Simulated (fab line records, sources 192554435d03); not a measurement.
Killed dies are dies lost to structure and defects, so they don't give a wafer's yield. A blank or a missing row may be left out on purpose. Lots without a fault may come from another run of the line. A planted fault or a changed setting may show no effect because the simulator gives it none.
Split-lot experiment | flow n5_finfet | 7 lots, 39 wafers read, on a route of 1938 steps

THE SPLIT
At N5_BEOL_M13_ETCH_59 (etches BARC in N2/H2, target depth 89 nm, overetch 26.7 nm, time 67.9 s), the setting time_s was moved away from the recipe's 67.9 s on 18 of the 39 wafers read, by -58.0% to +50.4%. The other wafers ran this setting at the recipe's value.

The file shows no step between the split and the reading.

THE READING
coat_of_BEOL_M13_COAT_04.thk_nm (the simulator's own value, which no gauge read), in nm, at N5_BEOL_M13_VIA_ETCH_16 (etches SiOC in C4F8/O2/Ar, target depth 921.7 nm). The file gives no usual value for it. The 21 wafers here that ran the recipe average 70.6 nm, standard deviation 3.8 nm.

wafer  | tool, chamber at the split | time_s as run, s | against the recipe | coat_of_BEOL_M13_COAT_04.thk_nm, nm | against lot-mates on the recipe
L075.1 | rie_diel-01, 2             | 67.9             | recipe             | 70.8                                | -
L075.2 | rie_diel-01, 0             | 67.9             | recipe             | 72                                  | -
L075.3 | rie_diel-01, 3             | 80.42            | +18.4%             | 59.6                                | -12.6
L075.4 | rie_diel-01, 1             | 80.42            | +18.4%             | 63.8                                | -8.4
L075.5 | rie_diel-01, 3             | 67.9             | recipe             | 73.8                                | -
L075.6 | rie_diel-01, 2             | 80.42            | +18.4%             | 55.4                                | -16.8
L078.1 | rie_diel-03, 3             | 67.9             | recipe             | 69.8                                | -
L078.2 | rie_diel-03, 1             | 87.48            | +28.8%             | 58.8                                | -14.2
L078.3 | rie_diel-03, 2             | 67.9             | recipe             | 77.8                                | -
L078.4 | rie_diel-03, 0,2           | 87.48            | +28.8%             | 52.6                                | -20.4
L078.5 | rie_diel-03, 0,2           | 87.48            | +28.8%             | 45.4                                | -27.6
L078.6 | rie_diel-03, 1             | 67.9             | recipe             | 71.4                                | -
L081.1 | rie_diel-05, 2             | 93.35            | +37.5%             | 50                                  | -16.7
L081.2 | rie_diel-05, 0             | 67.9             | recipe             | 71.4                                | -
L081.3 | rie_diel-05, 1             | 67.9             | recipe             | 67.2                                | -
L081.4 | rie_diel-05, 3             | 67.9             | recipe             | 61.6                                | -
L081.5 | rie_diel-05, 3             | 93.35            | +37.5%             | 50.8                                | -15.9
L081.6 | rie_diel-05, 0             | 93.35            | +37.5%             | 47.2                                | -19.5
L077.1 | rie_diel-03, 0             | 67.9             | recipe             | 71.4                                | -
L077.2 | rie_diel-03, 1             | 67.9             | recipe             | 71.6                                | -
L077.3 | rie_diel-03, 3,0           | 102.1            | +50.4%             | 38                                  | -33.1
L077.4 | rie_diel-03, 2             | 102.1            | +50.4%             | 35.2                                | -35.9
L077.5 | rie_diel-03, 3             | 67.9             | recipe             | 70.4                                | -
L077.6 | rie_diel-03, 3,0           | 102.1            | +50.4%             | 33.6                                | -37.5
L093.1 | rie_diel-03, 3             | 28.52            | -58.0%             | 111                                 | +38.8
L093.2 | rie_diel-03, 2             | 28.52            | -58.0%             | 113.6                               | +41.4
L093.3 | rie_diel-03, 0             | 28.52            | -58.0%             | 107.6                               | +35.4
L093.4 | rie_diel-03, 1             | 67.9             | recipe             | 73.2                                | -
L093.5 | rie_diel-03, 2             | 67.9             | recipe             | 71.6                                | -
L093.6 | rie_diel-03, 1             | 67.9             | recipe             | 71.8                                | -
L094.2 | rie_diel-05, 0,1           | 67.9             | recipe             | 75.4                                | -
L094.3 | rie_diel-05, 2             | 67.9             | recipe             | 72.6                                | -
L094.6 | rie_diel-05, 0,1           | 67.9             | recipe             | 72.8                                | -
L097.1 | rie_diel-01, 2             | 53.55            | -21.1%             | 84                                  | +19.0
L097.2 | rie_diel-01, 3             | 53.55            | -21.1%             | 86.4                                | +21.4
L097.3 | rie_diel-01, 0             | 67.9             | recipe             | 64.2                                | -
L097.4 | rie_diel-01, 1             | 67.9             | recipe             | 67.4                                | -
L097.5 | rie_diel-01, 3             | 53.55            | -21.1%             | 78.6                                | +13.6
L097.6 | rie_diel-01, 0             | 67.9             | recipe             | 63.4                                | -
Where a row lists several chambers, the file gives one row for several wafers and doesn't say which wafer went through which chamber.

THE FIT
A straight line over all 39 wafers: coat_of_BEOL_M13_COAT_04.thk_nm changes by -0.661 nm for each +1% of time_s; r = -0.98; the points scatter about the line by 3.9 nm.
The same after taking each lot's own level away (the mean of its wafers on the recipe; 39 wafers): -0.663 nm for each +1%; r = -0.98; scatter 3.8 nm.
On that fit, the largest move of time_s shifts the reading by 38 nm.
The lots' own levels span 65.00 to 73.60 nm, that is 2.3 times the standard deviation above.
So the lot-to-lot level changes the slope little: the two slopes agree.
Check: with one of the wafers moved furthest among these (-58.0%) left out of the fit, the line predicts +39.1 nm for it against its lot-mates. It came out at +38.8 nm against them.

THE WHOLE CHAIN: every reading that the file lists as answering this split, in the file's order
step                    | what it does                                                            | reading                                                                          | change (the file's fit)               | r (the file's)
N5_BEOL_M13_ETCH_59     | etches BARC in N2/H2, target depth 89 nm, overetch 26.7 nm, time 67.9 s | coat_of_BEOL_M13_COAT_04.thk_nm (the simulator's own value, which no gauge read) | -0.629 nm for each +1% of the setting | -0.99
N5_BEOL_M13_VIA_ETCH_16 | etches SiOC in C4F8/O2/Ar, target depth 921.7 nm                        | coat_of_BEOL_M13_COAT_04.thk_nm (the simulator's own value, which no gauge read) | -0.66 nm for each +1% of the setting  | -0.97
N5_BEOL_M13_STRIP_63    | strips in N2/H2                                                         | strip_time_to_endpoint_s                                                         | withheld for each +1% of the setting  | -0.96

THE FILE'S OWN FIT
coat_of_BEOL_M13_COAT_04.thk_nm changes by -0.66 nm for each +1% of time_s, r = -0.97.
